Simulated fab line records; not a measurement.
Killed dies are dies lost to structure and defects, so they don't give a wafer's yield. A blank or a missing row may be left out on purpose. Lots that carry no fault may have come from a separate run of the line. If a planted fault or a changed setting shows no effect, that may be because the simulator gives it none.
8D (eight disciplines) problem report, filled in by code :: flow nand-harc :: the parts of the form that need people (team, actions taken, sign-off) are left out

## 1. THE PROBLEM
Mean of cd-nm at NHARC_P_ZERO_WELL_CD_MEAS_24: 790.6 nm across 12 wafers in 4 lots; on wafers with no fault it is 721.1 nm (standard deviation 1.7). That puts it +41 standard deviations away from the usual mean.
The step: target cd 720 nm.
The first sign was on wafer L345.2 at day 5 08:29, on cd-sem-02. Wafers with a number at this step in the record: 48, from 16 lots. Rule for "out", or "out of limits": more than 4 standard deviations from the usual mean. Any other wafer with a number is counted as sound.

## 2. WHAT IT IS, AND WHAT IT ISN'T
question: which readings at this step
is: cd-nm
is not: -

question: which lots
is: L345, L346, L347, L352
is not: L330, L331, L332, L333, L334, L337, L338, L339, L340, L341, L351, L353

question: which wafers of those lots
is: all that have a number
is not: -

question: read on which gauges
is: cd-sem-02, cd-sem-03
is not: cd-sem-01

question: when
is: from day 5 08:29
is not: up to then (30 sound wafers); but 6 sound wafers of L351, L353 came after

## 3. WHAT RULES OUT EACH SUSPECT
Counting: any tool at a process step up to the reading is kept as a suspect provided that every lot that is out went through it and no sound lot did after the first of them.
- the gauge at NHARC_P_ZERO_WELL_CD_MEAS_24 has been ruled out. The wafers that are out were read on 2 gauges (cd-sem-02, cd-sem-03).
- krf-scanner-04 at NHARC_P_ZERO_WELL_EXPOSE_21 (exposes mask P NWELL, target cd 720 nm): kept. It ran every lot that is out, first L345 (day 5 08:20), and no sound lot after that; its last sound lot up to then is L341 (day 4 08:28). Its own exposure-dose-mJ-cm2 readings are out on those wafers.
After counting, what remains is krf-scanner-04 at NHARC_P_ZERO_WELL_EXPOSE_21.

## 4. THE CAUSE (what the simulator had put in)
Process parameter drift: krf-scanner-04, from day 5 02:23 on, at NHARC_P_ZERO_WELL_EXPOSE_21. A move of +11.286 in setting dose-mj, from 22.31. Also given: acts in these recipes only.
After counting, this tool was the only one left.

## 5. THE EFFECT CHAIN, in route order
Each row: a reading whose mean over the struck wafers that have a number lies more than 3 standard deviations from the usual. Scope: only readings with a usual standard deviation given in the record; hours: median across lots of the time from each lot's start at the first step in this table that gives one to its start at this step; sigmas: change in usual standard deviations.
hours: 0
step: NHARC_P_ZERO_WELL_EXPOSE_21
reading: exposure-dose-mJ-cm2
usual: 22.309
on struck wafers: 33.582
change: +11.273
sigmas: +99 or more

hours: 0
step: NHARC_P_ZERO_WELL_CD_MEAS_24
reading: cd-nm
usual: 721.1 nm
on struck wafers: 790.6
change: +69.5
sigmas: +41
Process steps it contains:
- NHARC_P_ZERO_WELL_EXPOSE_21: exposes mask P NWELL, target cd 720 nm.

## 6. WHAT WOULD HAVE CAUGHT IT SOONER
6 hours passed between the start of the fault at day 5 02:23 and the first reading out of limits at a measuring or inspecting step in this record, taken at day 5 08:29.
At NHARC_P_ZERO_WELL_EXPOSE_21, the tool's own readings (exposure-dose-mJ-cm2) were out on each struck wafer the step has a row for, so an alarm limit on them would have fired on the first such wafer.
Of the lots that are out (4), L346, L347, L352 began NHARC_P_ZERO_WELL_EXPOSE_21 on krf-scanner-04 after day 5 08:29. A hold on the tool at that time would have spared those 3.
